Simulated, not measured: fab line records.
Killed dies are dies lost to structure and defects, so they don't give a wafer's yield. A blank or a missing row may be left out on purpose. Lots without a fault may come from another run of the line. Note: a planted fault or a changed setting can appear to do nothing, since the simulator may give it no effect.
Matching of chambers ; flow nand-harc ; NHARC_A_STAIRCASE_ETCHBACK_157 on rie-diel-13: 4 sister chambers
The step etches the open film in CH3F/O2, target depth 90 nm, time 167.14 s. 8 wafers are shown with their chamber, then 9 later ones without.

## WAFERS, EACH WITH ITS CHAMBER
wafer;chamber;drypump-motor-current-A (A);showerhead-plenum-p-Torr (Torr)
L081.3;1;5.6;2.57
L082.3;2;6.0;2.58
L087.1;3;5.6;2.57
L087.2;1;5.6;2.56
L087.6;2;6.0;2.57
L090.1;0;5.6;2.61
L090.2;3;5.6;2.57
L090.6;0;5.7;2.61

## WAFERS WITHOUT THEIR CHAMBER
wafer;drypump-motor-current-A (A);showerhead-plenum-p-Torr (Torr)
L089.2;5.6;2.61
L089.5;5.6;2.56
L089.6;5.6;2.61
L095.2;5.6;2.57
L095.3;5.6;2.56
L095.5;5.6;2.56
L097.2;5.6;2.61
L097.3;6.0;2.56
L097.6;6.0;2.57

## WHICH CHAMBER EACH WENT THROUGH
wafer;from the rows above;in truth
L089.2;0;0
L089.5;can't be placed: 1 or 3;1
L089.6;0;0
L095.2;can't be placed: 3 or 1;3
L095.3;can't be placed: 1 or 3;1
L095.5;can't be placed: 1 or 3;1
L097.2;0;0
L097.3;2;2
L097.6;2;2
Correctly placed: 5 of 9. Cannot be placed on the basis of these rows: 4; the candidates contain the true chamber in 4. Number placed wrongly: 0.
How it was worked out, from the rows above alone: a wafer's distance from a chamber is the root of the sum, over the readings, of the square of ((its reading less the chamber's mean) divided by the reading's scatter). If the next closest chamber is less than 2 further off than the closest, the wafer can't be placed; otherwise it belongs to the closest. A chamber's mean is the mean of its shown wafers. The scatter: take each reading less its chamber's mean, square it, sum over the shown wafers, divide by the number of wafers less the number of chambers, and take the root.
